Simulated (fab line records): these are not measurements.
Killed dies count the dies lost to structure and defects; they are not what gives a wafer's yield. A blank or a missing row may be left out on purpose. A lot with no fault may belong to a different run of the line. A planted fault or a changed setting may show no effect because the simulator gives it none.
Matching of chambers | flow n5Finfet | rieSi-01 running N5_FIN_SAQP_MANDREL1_REMOVE_56: 4 sister chambers
The step chemistry HBr/Cl2/O2, target a-Si, stops on SiNx, bt time 10 s. 8 wafers are shown with their chamber, then 9 later ones without.

WAFERS PAIRED WITH THEIR CHAMBERS
wafer  | chamber | drypumpMotorCurrentA (A) | throttleValvePct (%)
L079.2 | 3       | 5.0                      | 36.68
L080.1 | 3       | 5.0                      | 36.67
L080.3 | 1       | 5.8                      | 36.62
L084.4 | 0       | 5.2                      | 36.07
L084.5 | 2       | 6.6                      | 36.84
L085.1 | 1       | 5.8                      | 36.63
L085.4 | 2       | 6.5                      | 36.82
L085.6 | 0       | 5.2                      | 36.06

WAFERS WITH NO CHAMBER GIVEN
wafer  | drypumpMotorCurrentA (A) | throttleValvePct (%)
L091.1 | 5.0                      | 36.67
L091.4 | 5.2                      | 36.06
L091.6 | 5.2                      | 36.06
L094.1 | 6.6                      | 36.84
L094.4 | 5.2                      | 36.06
L094.6 | 6.5                      | 36.83
L095.2 | 5.0                      | 36.68
L095.3 | 5.2                      | 36.05
L095.6 | 5.0                      | 36.67

WHICH CHAMBER EACH WENT THROUGH
wafer  | from the rows above | in truth
L091.1 | 3                   | 3
L091.4 | 0                   | 0
L091.6 | 0                   | 0
L094.1 | 2                   | 2
L094.4 | 0                   | 0
L094.6 | 2                   | 2
L095.2 | 3                   | 3
L095.3 | 0                   | 0
L095.6 | 3                   | 3
Correct placement for 9 of the 9. From these rows, 0 cannot be placed. Wrongly placed: 0.
How it was worked out, from the rows above alone: a wafer's distance from a chamber is the root of the sum, over the readings, of the square of ((its reading less the chamber's mean) divided by the reading's scatter). If the next closest chamber is less than 2 further off than the closest, the wafer can't be placed; otherwise it belongs to the closest. The mean given for a chamber averages the wafers shown for that chamber. The scatter is the square root of a quotient: the sum, over the shown wafers, of each reading's squared deviation from its chamber's mean, divided by wafers minus chambers.
